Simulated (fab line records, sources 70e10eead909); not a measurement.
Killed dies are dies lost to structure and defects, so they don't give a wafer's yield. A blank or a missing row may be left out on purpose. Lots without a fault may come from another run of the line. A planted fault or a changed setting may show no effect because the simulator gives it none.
Chamber matching | flow nand_harc | NHARC_P_CONTACT_DESCUM_17 on rie_diel-09: 4 sister chambers
The step chemistry O2, time 3 s. 4 wafers are shown with their chamber, then 7 later ones without.

WAFERS WITH THEIR CHAMBER
wafer  | chamber | drypump_motor_current_A (A)
L086.4 | 0       | 5.58
L086.5 | 1       | 5.80
L089.1 | 3       | 6.36
L089.2 | 2       | 5.62

WAFERS WITHOUT THEIR CHAMBER
wafer  | drypump_motor_current_A (A)
L089.5 | 5.63
L090.2 | 6.39
L090.5 | 6.37
L090.6 | 5.63
L091.1 | 5.58
L091.3 | 6.40
L091.5 | 5.58

WHICH CHAMBER EACH WENT THROUGH
wafer  | from the rows above | in truth
L089.5 | 2                   | 2
L090.2 | 3                   | 3
L090.5 | 3                   | 3
L090.6 | 2                   | 2
L091.1 | 0                   | 0
L091.3 | 3                   | 3
L091.5 | 0                   | 0
Placed correctly: 7 of 7. Can't be placed from these rows: 0. Placed wrongly: 0.
How it was worked out, from the rows above alone: a wafer's distance from a chamber is the root of the sum, over the readings, of the square of ((its reading less the chamber's mean) divided by the reading's scatter). The wafer belongs to the nearest chamber; if the next one is less than 2 further off, it can't be placed. A chamber's mean is the mean of its shown wafers. The scatter: with one shown wafer a chamber, the root of the mean of the squares of how far each hidden wafer lies from its nearest shown one.
